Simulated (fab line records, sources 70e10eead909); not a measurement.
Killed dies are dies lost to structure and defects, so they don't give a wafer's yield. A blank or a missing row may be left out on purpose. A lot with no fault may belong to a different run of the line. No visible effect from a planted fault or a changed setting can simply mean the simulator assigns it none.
Which of the tools did it?	flow nand_harc	Sampling: 19 lots, 57 wafers, 6 of 1302 route steps

== WHAT EACH GAUGE READ, for each wafer ==
No reading from a measuring or inspecting step in the record can be judged against a usual standard deviation.

== TOOL THAT RAN EACH LOT (tool first, then ch and the chambers of the sampled wafers, then the start) ==
lot	NHARC_A_CHANNEL_HOLE_D2_ETCH_21	NHARC_A_CHANNEL_FILL_D2_STRIP_29	NHARC_A_STAIRCASE_ETCH_169	NHARC_A_STAIRCASE_TRIM_18	NHARC_A_STAIRCASE_TRIM_22	NHARC_A_STAIRCASE_ETCH_194
L074	har_etch-01 ch 0,1, day 13 03:04	rie_diel-02 ch 0,1,2, day 15 15:12 or earlier	rie_diel-05 ch 0,3, day 15 15:12	rie_diel-09 ch 0,2,3, no start	rie_diel-01 ch 0,3, no start	rie_diel-01 ch 0,3, no start
L075	har_etch-02 ch 0,1, day 13 10:18	rie_diel-10 ch 0,1,3, day 15 21:22 or earlier	rie_diel-09 ch 0,1,2, day 15 21:22	rie_diel-05 ch 1,3, no start	rie_diel-01 ch 0,1,3, no start	rie_diel-05 ch 0,1,2, no start
L076	har_etch-02 ch 0,1, day 14 02:04	rie_diel-13 ch 0,2,3, day 16 08:35 or earlier	rie_diel-05 ch 1,2,3, day 16 08:35	rie_diel-09 ch 0,3, no start	rie_diel-09 ch 0,1, no start	rie_diel-01 ch 0,2,3, no start
L078	har_etch-02 ch 0,1, day 15 00:15	rie_diel-02 ch 1,2,3, day 17 09:01 or earlier	rie_diel-05 ch 1,2, day 17 09:01	rie_diel-01 ch 0,1,2, no start	rie_diel-05 ch 0,2,3, no start	rie_diel-09 ch 1,3, no start
L077	har_etch-01 ch 0,1, day 15 00:47	rie_diel-13 ch 0,1,2, day 17 09:04 or earlier	rie_diel-05 ch 0,1,3, day 17 09:04	rie_diel-01 ch 0,1,3, no start	rie_diel-01 ch 0,2,3, no start	rie_diel-01 ch 0,2,3, no start
L079	har_etch-02 ch 0,1, day 15 04:26	rie_diel-10 ch 1,2,3, day 17 14:00 or earlier	rie_diel-01 ch 0,1, day 17 14:00	rie_diel-05 ch 0,2, no start	rie_diel-01 ch 1,2, no start	rie_diel-09 ch 2,3, no start
L080	har_etch-02 ch 0,1, day 15 12:23	rie_diel-10 ch 0,1,3, day 17 18:20 or earlier	rie_diel-05 ch 1,2, day 17 18:20	rie_diel-01 ch 2,3, no start	rie_diel-01 ch 1,2,3, no start	rie_diel-09 ch 0,1,3, no start
L081	har_etch-01 ch 0,1, day 16 00:44	rie_diel-10 ch 0,2, day 18 00:35	rie_diel-09 ch 2,3, day 18 09:24	rie_diel-05 ch 0,2, no start	rie_diel-05 ch 0,1,3, no start	rie_diel-05 ch 1,3, no start
L083	har_etch-01 ch 0,1, day 16 16:44	rie_diel-02 ch 0,1,3, day 18 23:14 or earlier	rie_diel-09 ch 0,2,3, day 18 23:14	rie_diel-09 ch 0,1,3, no start	rie_diel-01 ch 0,3, no start	rie_diel-05 ch 2,3, no start
L082	har_etch-01 ch 0,1, day 16 21:04	rie_diel-02 ch 1,2, day 19 05:36 or earlier	rie_diel-05 ch 0,2, day 19 05:36	rie_diel-05 ch 0,2,3, no start	rie_diel-09 ch 0,1,2, no start	rie_diel-09 ch 0,2, no start
L084	har_etch-01 ch 0,1, day 17 05:43	rie_diel-02 ch 0,1,3, day 19 16:32 or earlier	rie_diel-09 ch 0,2, day 19 16:32	rie_diel-05 ch 0,2,3, no start	rie_diel-09 ch 0,2, no start	rie_diel-09 ch 0,1, no start
L088	har_etch-01 ch 1, day 19 00:39	rie_diel-10 ch 0,3, day 21 15:28 or earlier	rie_diel-01 ch 0,1,3, day 21 15:28	rie_diel-05 ch 0,1,2, no start	rie_diel-05 ch 0,3, no start	rie_diel-01 ch 1,3, no start
L087	har_etch-01 ch 0,1, day 19 04:44	rie_diel-02 ch 0,2,3, day 21 04:17	rie_diel-05 ch 0,1,2, day 21 11:34	rie_diel-01 ch 1,2,3, no start	rie_diel-05 ch 0,2,3, no start	rie_diel-05 ch 0,1,3, no start
L090	har_etch-02 ch 0,1, day 19 23:40	rie_diel-10 ch 0,2,3, day 22 07:02 or earlier	rie_diel-01 ch 0,1,3, day 22 07:02	rie_diel-09 ch 0,1,3, no start	rie_diel-09 ch 0,1,3, no start	rie_diel-09 ch 0,1, no start
L091	har_etch-02 ch 0, day 20 10:14	rie_diel-10 ch 0,2, day 23 01:20 or earlier	rie_diel-05 ch 0,2, day 23 01:20	rie_diel-01 ch 0,2,3, no start	rie_diel-01 ch 0,2,3, no start	rie_diel-01 ch 0,2,3, no start
L093	har_etch-02 ch 0,1, day 21 03:35	rie_diel-10 ch 0,1,2, day 23 09:54 or earlier	rie_diel-05 ch 1,2, day 23 09:54	rie_diel-01 ch 0,1,3, no start	rie_diel-01 ch 0,1,3, no start	rie_diel-05 ch 0,2, no start
L094	har_etch-02 ch 1, day 21 18:28	rie_diel-02 ch 0,3, day 24 02:31 or earlier	rie_diel-09 ch 0,2,3, day 24 02:31	rie_diel-01 ch 0,1,3, no start	rie_diel-05 ch 2,3, no start	rie_diel-05 ch 1,3, no start
L095	har_etch-01 ch 1, day 22 06:00	rie_diel-10 ch 0,1,3, day 24 18:49 or earlier	rie_diel-05 ch 0,2, day 24 18:49	rie_diel-05 ch 0,2,3, no start	rie_diel-05 ch 1,2,3, no start	rie_diel-09 ch 0,1,2, no start
L097	har_etch-02 ch 0,1, day 23 09:17	rie_diel-13 ch 0,2,3, day 25 16:13 or earlier	rie_diel-01 ch 0,2,3, day 25 16:13	rie_diel-09 ch 1,2,3, no start	rie_diel-09 ch 1,2,3, no start	rie_diel-01 ch 0,1,2, no start
- NHARC_A_CHANNEL_HOLE_D2_ETCH_21: etches the open film in C4F8/O2/Ar, time 514.3 s, target depth 1600 nm.
- NHARC_A_CHANNEL_FILL_D2_STRIP_29: strips in O2, time 20 s.
- NHARC_A_STAIRCASE_ETCH_169: etches the open film in CH3F/O2, target depth 50 nm, time 107.1 s.
- NHARC_A_STAIRCASE_TRIM_18: chemistry O2, time 211.2 s.
- NHARC_A_STAIRCASE_TRIM_22: chemistry O2, time 211.2 s.
- NHARC_A_STAIRCASE_ETCH_194: etches the open film in C4F8/O2, target depth 100 nm, time 40.5 s.

== WHAT THE TOOLS THEMSELVES READ (means of the sampled wafers that have a number; where no wafer has one, the mark that the record gives instead) ==
NHARC_A_CHANNEL_HOLE_D2_ETCH_21. Usual: drypump_motor_current_A 5.7 A, standard deviation 0.4; mfc_ar_sccm 374.9 sccm, standard deviation 1.1; oes_air_line_au 1.002 a.u., standard deviation 0.019; showerhead_plenum_p_Torr 3.65 Torr, standard deviation 0.14; throttle_valve_pct 32.155 %, standard deviation 0.0096.
lot	tool	drypump_motor_current_A (A)	mfc_ar_sccm (sccm)	oes_air_line_au (a.u.)	showerhead_plenum_p_Torr (Torr)	throttle_valve_pct (%)	flag
L074	har_etch-01	5.5	374.1	1.000	3.63	32.154	
L075	har_etch-02	5.7	375.0	0.992	3.62	32.154	
L076	har_etch-02	5.8	374.3	1.002	3.55	32.165	
L078	har_etch-02	5.8	374.4	0.992	3.54	32.154	
L077	har_etch-01	6.0	374.9	1.005	3.57	32.156	
L079	har_etch-02	5.8	374.9	1.023	3.54	32.153	
L080	har_etch-02	5.8	375.2	1.014	3.53	32.159	
L081	har_etch-01	5.5	374.8	0.993	3.61	32.149	
L083	har_etch-01	5.9	375.4	1.010	3.56	32.152	
L082	har_etch-01	6.0	375.3	0.984	3.56	32.153	
L084	har_etch-01	5.5	375.6	0.998	3.59	32.150	
L088	har_etch-01	5.1	374.7	0.992	3.63	32.159	
L087	har_etch-01	6.0	375.2	1.001	3.54	32.157	
L090	har_etch-02	5.8	374.8	1.016	3.83	32.155	
L091	har_etch-02	5.7	375.6	0.989	3.64	32.162	
L093	har_etch-02	5.7	375.2	0.985	3.72	32.146	
L094	har_etch-02	5.8	374.1	1.027	3.90	32.163	
L095	har_etch-01	5.1	374.0	0.998	3.61	32.147	
L097	har_etch-02	5.8	374.6	0.988	3.80	32.162	

NHARC_A_CHANNEL_FILL_D2_STRIP_29. Usual: drypump_motor_current_A 5.9 A, standard deviation 0.56; mfc_ar_sccm 0.009 sccm, standard deviation 0.011; oes_product_au 1.000 a.u., standard deviation 0.0083; rf_vpp_V 57.8 V, standard deviation 0.94; showerhead_plenum_p_Torr 3.53 Torr, standard deviation 0.15; throttle_valve_pct 17.037 %, standard deviation 0.0084.
lot	tool	drypump_motor_current_A (A)	mfc_ar_sccm (sccm)	oes_product_au (a.u.)	rf_vpp_V (V)	showerhead_plenum_p_Torr (Torr)	throttle_valve_pct (%)	flag
L074	rie_diel-02	6.0	0.006	0.997	57.2	3.57	17.035	
L075	rie_diel-10	6.0	0.007	1.006	57.6	3.54	17.038	
L076	rie_diel-13	5.7	0.019	0.997	57.6	3.56	17.036	
L078	rie_diel-02	5.9	0.006	1.002	57.3	3.48	17.033	
L077	rie_diel-13	5.7	0.022	0.999	57.9	3.53	17.032	
L079	rie_diel-10	6.0	0.004	0.997	58.2	3.64	17.044	
L080	rie_diel-10	6.0	0.007	0.995	57.8	3.54	17.033	
L081	rie_diel-10	6.2	0.015	0.999	58.3	3.69	17.039	
L083	rie_diel-02	6.1	0.000	1.008	57.7	3.55	17.033	
L082	rie_diel-02	6.3	0.006	1.000	58.4	3.60	17.032	
L084	rie_diel-02	6.1	0.000	1.005	57.7	3.55	17.035	
L088	rie_diel-10	6.4	0.015	1.003	58.0	3.45	17.033	
L087	rie_diel-02	5.6	0.006	0.999	57.0	3.45	17.043	
L090	rie_diel-10	6.4	0.011	0.999	57.9	3.55	17.042	
L091	rie_diel-10	6.2	0.018	1.007	57.9	3.58	17.035	
L093	rie_diel-10	5.8	0.011	0.994	57.7	3.67	17.034	
L094	rie_diel-02	5.7	0.000	0.997	57.7	3.43	17.047	
L095	rie_diel-10	6.0	0.007	1.004	57.8	3.53	17.035	
L097	rie_diel-13	5.7	0.019	1.000	57.4	3.55	17.036	

NHARC_A_STAIRCASE_ETCH_169. Usual: bias_w 100.0 W, standard deviation 0.32; drypump_motor_current_A 5.7 A, standard deviation 0.55; mfc_ar_sccm 199.9 sccm, standard deviation 0.62; oes_product_au 0.955 a.u., standard deviation 0.019; rf_vpp_V 244.5 V, standard deviation 1.8; showerhead_plenum_p_Torr 2.47 Torr, standard deviation 0.11; throttle_valve_pct 20.662 %, standard deviation 0.0085.
lot	tool	bias_w (W)	drypump_motor_current_A (A)	mfc_ar_sccm (sccm)	oes_product_au (a.u.)	rf_vpp_V (V)	showerhead_plenum_p_Torr (Torr)	throttle_valve_pct (%)	flag
L074	rie_diel-05	99.8	6.2	199.9	0.968	244.7	2.50	20.670	
L075	rie_diel-09	99.7	5.8	200.3	0.982	244.2	2.44	20.666	
L076	rie_diel-05	100.2	5.4	199.8	0.954	245.8	2.53	20.658	
L078	rie_diel-05	100.1	5.1	199.1	0.929	244.2	2.52	20.662	
L077	rie_diel-05	99.7	5.8	198.8	0.939	244.6	2.48	20.662	
L079	rie_diel-01	100.1	5.8	200.2	0.966	246.4	2.59	20.657	
L080	rie_diel-05	100.2	5.1	200.2	0.928	245.0	2.51	20.668	
L081	rie_diel-09	100.1	5.7	199.9	0.928	242.8	2.37	20.661	
L083	rie_diel-09	99.9	5.8	199.9	0.968	243.2	2.42	20.666	
L082	rie_diel-05	100.0	5.1	199.8	0.943	242.9	2.40	20.660	
L084	rie_diel-09	99.9	6.0	200.1	0.967	242.9	2.43	20.660	
L088	rie_diel-01	100.1	5.7	199.5	0.961	244.6	2.49	20.663	
L087	rie_diel-05	99.9	5.2	200.6	0.959	244.4	2.42	20.664	
L090	rie_diel-01	99.6	5.7	200.3	0.966	245.0	2.49	20.659	
L091	rie_diel-05	100.2	5.5	199.8	0.963	242.3	2.34	20.665	
L093	rie_diel-05	99.5	5.1	199.6	0.959	244.5	2.50	20.665	
L094	rie_diel-09	100.0	5.8	199.6	0.973	243.4	2.41	20.660	
L095	rie_diel-05	100.6	5.1	199.9	0.924	244.0	2.38	20.662	
L097	rie_diel-01	100.1	5.7	200.0	0.924	247.0	2.64	20.665	

NHARC_A_STAIRCASE_TRIM_18. Usual: drypump_motor_current_A 5.7 A, standard deviation 0.55; mfc_ar_sccm 0.009 sccm, standard deviation 0.013; oes_product_au 0.998 a.u., standard deviation 0.0076; rf_vpp_V 57.8 V, standard deviation 0.84; showerhead_plenum_p_Torr 3.55 Torr, standard deviation 0.17; throttle_valve_pct 17.036 %, standard deviation 0.0085.
lot	tool	drypump_motor_current_A (A)	mfc_ar_sccm (sccm)	oes_product_au (a.u.)	rf_vpp_V (V)	showerhead_plenum_p_Torr (Torr)	throttle_valve_pct (%)	flag
L074	rie_diel-09	5.8	0.003	1.002	57.9	3.49	17.039	
L075	rie_diel-05	5.7	0.019	0.994	58.6	3.68	17.035	
L076	rie_diel-09	5.7	0.007	0.999	57.5	3.55	17.036	
L078	rie_diel-01	5.9	0.000	0.999	58.7	3.76	17.035	
L077	rie_diel-01	5.7	0.000	0.995	57.3	3.60	17.031	
L079	rie_diel-05	5.1	0.027	0.992	57.5	3.45	17.033	
L080	rie_diel-01	6.3	0.000	0.991	58.1	3.63	17.040	
L081	rie_diel-05	5.1	0.027	0.994	57.3	3.45	17.030	
L083	rie_diel-09	5.7	0.003	1.001	58.4	3.54	17.037	
L082	rie_diel-05	5.6	0.031	0.997	57.7	3.51	17.030	
L084	rie_diel-05	5.6	0.031	0.991	57.6	3.51	17.033	
L088	rie_diel-05	5.3	0.022	0.990	58.0	3.48	17.045	
L087	rie_diel-01	6.3	0.000	0.996	57.6	3.58	17.036	
L090	rie_diel-09	5.7	0.003	1.001	58.1	3.53	17.047	
L091	rie_diel-01	5.7	0.000	0.996	57.1	3.61	17.037	
L093	rie_diel-01	5.7	0.000	0.990	56.9	3.57	17.037	
L094	rie_diel-01	5.7	0.000	0.996	57.3	3.57	17.035	
L095	rie_diel-05	5.6	0.031	1.000	57.3	3.49	17.038	
L097	rie_diel-09	5.6	0.003	1.012	57.7	3.44	17.045	

NHARC_A_STAIRCASE_TRIM_22. Usual: drypump_motor_current_A 5.8 A, standard deviation 0.58; mfc_ar_sccm 0.010 sccm, standard deviation 0.014; oes_product_au 0.998 a.u., standard deviation 0.0078; rf_vpp_V 57.7 V, standard deviation 1; showerhead_plenum_p_Torr 3.55 Torr, standard deviation 0.18; throttle_valve_pct 17.036 %, standard deviation 0.0084.
lot	tool	drypump_motor_current_A (A)	mfc_ar_sccm (sccm)	oes_product_au (a.u.)	rf_vpp_V (V)	showerhead_plenum_p_Torr (Torr)	throttle_valve_pct (%)	flag
L074	rie_diel-01	5.2	0.000	1.003	56.3	3.28	17.043	
L075	rie_diel-01	5.7	0.000	1.007	57.3	3.42	17.032	
L076	rie_diel-09	5.7	0.000	1.006	57.8	3.57	17.039	
L078	rie_diel-05	5.6	0.031	0.989	57.0	3.51	17.034	
L077	rie_diel-01	5.8	0.000	1.005	57.3	3.64	17.045	
L079	rie_diel-01	6.3	0.000	1.000	58.9	3.71	17.042	
L080	rie_diel-01	6.2	0.000	0.992	58.1	3.59	17.045	
L081	rie_diel-05	5.9	0.026	0.995	57.8	3.55	17.040	
L083	rie_diel-01	5.7	0.000	0.990	57.6	3.47	17.041	
L082	rie_diel-09	5.8	0.000	0.998	56.7	3.48	17.037	
L084	rie_diel-09	5.9	0.000	0.999	57.7	3.41	17.040	
L088	rie_diel-05	6.0	0.033	0.997	57.8	3.44	17.035	
L087	rie_diel-05	5.6	0.031	0.993	57.0	3.50	17.043	
L090	rie_diel-09	5.7	0.003	1.005	57.3	3.53	17.036	
L091	rie_diel-01	5.7	0.000	1.001	58.1	3.61	17.032	
L093	rie_diel-01	5.7	0.000	0.999	58.3	3.57	17.035	
L094	rie_diel-05	5.2	0.029	0.991	57.5	3.55	17.030	
L095	rie_diel-05	5.5	0.024	0.994	57.5	3.59	17.036	
L097	rie_diel-09	5.6	0.003	1.006	57.6	3.44	17.045	

NHARC_A_STAIRCASE_ETCH_194. Usual: bias_w 999.9 W, standard deviation 2.9; oes_product_au 0.941 a.u., standard deviation 0.01; rf_vpp_V 896 V, standard deviation 6.4.
lot	tool	bias_w (W)	oes_product_au (a.u.)	rf_vpp_V (V)	flag
L074	rie_diel-01	1002.6	0.943	886	
L075	rie_diel-05	999.0	0.916	895	
L076	rie_diel-01	1000.5	0.946	886	
L078	rie_diel-09	1000.2	0.930	896	
L077	rie_diel-01	1000.4	0.938	899	
L079	rie_diel-09	1000.0	0.950	893	
L080	rie_diel-09	999.4	0.945	897	
L081	rie_diel-05	999.4	0.945	901	
L083	rie_diel-05	1000.3	0.939	898	
L082	rie_diel-09	996.4	0.946	892	
L084	rie_diel-09	996.2	0.942	898	
L088	rie_diel-01	998.7	0.932	891	
L087	rie_diel-05	1000.4	0.939	897	
L090	rie_diel-09	1004.6	0.935	897	
L091	rie_diel-01	1000.0	0.943	900	
L093	rie_diel-05	1000.7	0.937	890	
L094	rie_diel-05	999.5	0.945	902	
L095	rie_diel-09	999.5	0.945	893	
L097	rie_diel-01	1001.1	0.951	903	

== THE ANSWER, worked out from the rows above alone ==
Rule: a lot counts as off when the mean over its wafers that have a number is more than 3 standard deviations away from the usual mean. Also off: a lot with no number at a reading for which 4 or more lots have one. Any other lot the step has rows for is counted as sound. Order of review: gauges by route order, followed by the tools' own readings, for which a lot's mean as printed above is used. The first step at which some lot is off is used, and at that step the reading that is off furthest; a lot without a number counts as furthest.
None of the lots is off at any reading shown; this tells nothing.

== WHAT HAD BEEN PUT IN BY THE SIMULATOR ==
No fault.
